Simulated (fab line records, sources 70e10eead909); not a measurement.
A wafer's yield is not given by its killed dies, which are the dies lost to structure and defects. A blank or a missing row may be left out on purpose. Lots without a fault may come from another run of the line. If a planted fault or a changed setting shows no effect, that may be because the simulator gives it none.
Which tool was responsible? ; flow nand_harc ; Sampling: 12 lots, 36 wafers, 3 of 1302 route steps

WHAT THE GAUGES READ, wafer by wafer
NHARC_P_M2_INSPECT_11.
lot;measured;on;raw_defect_count
L075;day 6 17:44;defect_inspect-01;5 4 4
L077;day 7 19:31;defect_inspect-02;6 5 5
L079;day 8 14:19;defect_inspect-01;6 2 5
L081;day 9 14:42;defect_inspect-02;3 9 5
L083;day 10 04:08;defect_inspect-01;6 2 0
L085;day 11 01:04;defect_inspect-01;10 4 5
L087;day 12 13:38;defect_inspect-01;6 6 4
L088;day 12 15:41;defect_inspect-01;2 5 2
L091;day 13 14:27;defect_inspect-01;4 4 3
L093;day 14 12:01;defect_inspect-01;0 1 5
L095;day 15 00:46;defect_inspect-01;7 6 3
L096;day 15 21:05;defect_inspect-02;4 3 4

EACH LOT AND THE TOOL THAT RAN IT (in order: tool; ch and the chambers of the sampled wafers; start)
lot;NHARC_P_M1_ETCH_35;NHARC_P_M1_ETCH_15
L075;rie_diel-13 ch 1,2,3, day 6 13:51;rie_diel-13 ch 0,2,3, day 6 17:44 or earlier
L077;rie_diel-05 ch 0,2,3, day 7 15:40;rie_diel-05 ch 0,1, day 7 19:31 or earlier
L079;rie_diel-05 ch 0,3, day 8 10:22;rie_diel-05 ch 1,2, day 8 14:19 or earlier
L081;rie_diel-05 ch 0,1, day 9 10:38;rie_diel-05 ch 0,1, day 9 14:42 or earlier
L083;rie_diel-13 ch 1,2,3, day 10 00:12;rie_diel-13 ch 0,1,3, day 10 04:08 or earlier
L085;rie_diel-13 ch 1,2,3, day 10 21:04;rie_diel-13 ch 0,2, day 11 01:04 or earlier
L087;rie_diel-13 ch 0,1,2, day 12 09:36;rie_diel-13 ch 1,2, day 12 13:38 or earlier
L088;rie_diel-05 ch 0,3, day 12 11:34;rie_diel-05 ch 1,2, day 12 15:41 or earlier
L091;rie_diel-13 ch 2,3, day 13 10:25;rie_diel-13 ch 1,2, day 13 14:27 or earlier
L093;rie_diel-05 ch 0,1, day 14 08:10;rie_diel-05 ch 1,2, day 14 12:01 or earlier
L095;rie_diel-05 ch 0,1,2, day 14 20:44;rie_diel-05 ch 0,2,3, day 15 00:46 or earlier
L096;rie_diel-13 ch 0,1,2, day 15 16:59;rie_diel-13 ch 0,2,3, day 15 21:05 or earlier
- NHARC_P_M1_ETCH_35: etches the open film in N2/H2, target depth 40 nm, overetch 12 nm, time 43.94 s.
- NHARC_P_M1_ETCH_15: etches the open film in C4F8/Ar, target depth 182.5 nm, time 91.2 s.

THE ANSWER, worked out from the rows above alone
Rule: the lots themselves supply what counts as usual. The widest of any qualifying gaps counts: lots, ordered by their means at a reading, are off when they make up no more than a third of the lots, leave a main group of 4 or more, and stand apart from it by 3 or more times the standard deviation of that group's means. The tables above print the reading to a certain number of digits; a main group whose means all agree to those digits is not used. Also off: a lot with no number at a reading for which 4 or more lots have one. Any other lot the step has rows for is counted as sound.
Nothing can be told from this: no lot is off at any reading shown.

WHAT HAD BEEN PUT IN BY THE SIMULATOR
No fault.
